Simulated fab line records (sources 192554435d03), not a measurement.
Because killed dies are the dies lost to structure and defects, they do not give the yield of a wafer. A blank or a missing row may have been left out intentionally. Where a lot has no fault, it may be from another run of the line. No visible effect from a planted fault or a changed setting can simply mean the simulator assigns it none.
Chamber matching	flow n5Finfet	N5_BEOL_M14_DESCUM_33 on rieDiel-05: 4 sister chambers
The step chemistry O2, time 7.9 s. 14 wafers are shown with their chamber, then 7 later ones without.

## EACH WAFER AND ITS CHAMBER
wafer	chamber	drypumpMotorCurrentA (A)	showerheadPlenumPTorr (Torr)	throttleValvePct (%)
L075.2	0	5.5	2.03	20.17
L075.4	1	6.1	2.13	20.18
L075.6	3	5.0	2.21	20.28
L076.1	2	5.6	2.01	20.61
L076.2	1	6.1	2.13	20.18
L076.4	3	5.0	2.21	20.29
L087.1	2	5.6	2.01	20.64
L087.3	0	5.5	2.02	20.20
L087.6	2	5.7	2.01	20.63
L089.1	1	6.1	2.12	20.23
L089.5	3	5.0	2.20	20.32
L089.6	2	5.6	2.00	20.65
L090.1	2	5.7	2.00	20.63
L090.3	3	5.0	2.20	20.32

SIGNATURES (means of the wafers above)
reading	chamber 0	chamber 1	chamber 2	chamber 3	scatter within a chamber
drypumpMotorCurrentA	5.500	6.100	5.640	5.000	0.0346
showerheadPlenumPTorr	2.0250	2.1267	2.0060	2.2050	0.0058
throttleValvePct	20.1850	20.1967	20.6320	20.3025	0.0207
Rule: for a wafer and a chamber, the distance is found by dividing, reading by reading, the gap between the wafer's reading and the chamber's mean by the reading's scatter, squaring, summing and taking the root. If the next closest chamber is less than 2 further off than the closest, the wafer can't be placed; otherwise it belongs to the closest. The scatter is the square root of a quotient: the sum, over the shown wafers, of each reading's squared deviation from its chamber's mean, divided by wafers minus chambers.

## WAFERS WHOSE CHAMBER IS MISSING
wafer	drypumpMotorCurrentA (A)	showerheadPlenumPTorr (Torr)	throttleValvePct (%)
L090.4	6.1	2.12	20.22
L094.1	5.7	2.00	20.65
L094.5	6.1	2.12	20.21
L094.6	5.7	2.00	20.67
L092.1	5.6	2.00	20.65
L092.2	5.5	2.02	20.24
L092.4	6.1	2.12	20.25

## WHICH CHAMBER EACH ONE RAN IN
wafer	from the rows above	in truth
L090.4	1	1
L094.1	2	2
L094.5	1	1
L094.6	2	2
L092.1	2	2
L092.2	0	0
L092.4	1	1
Correctly placed: 7 of 7. Not placeable from these rows: 0. Number placed wrongly: 0.
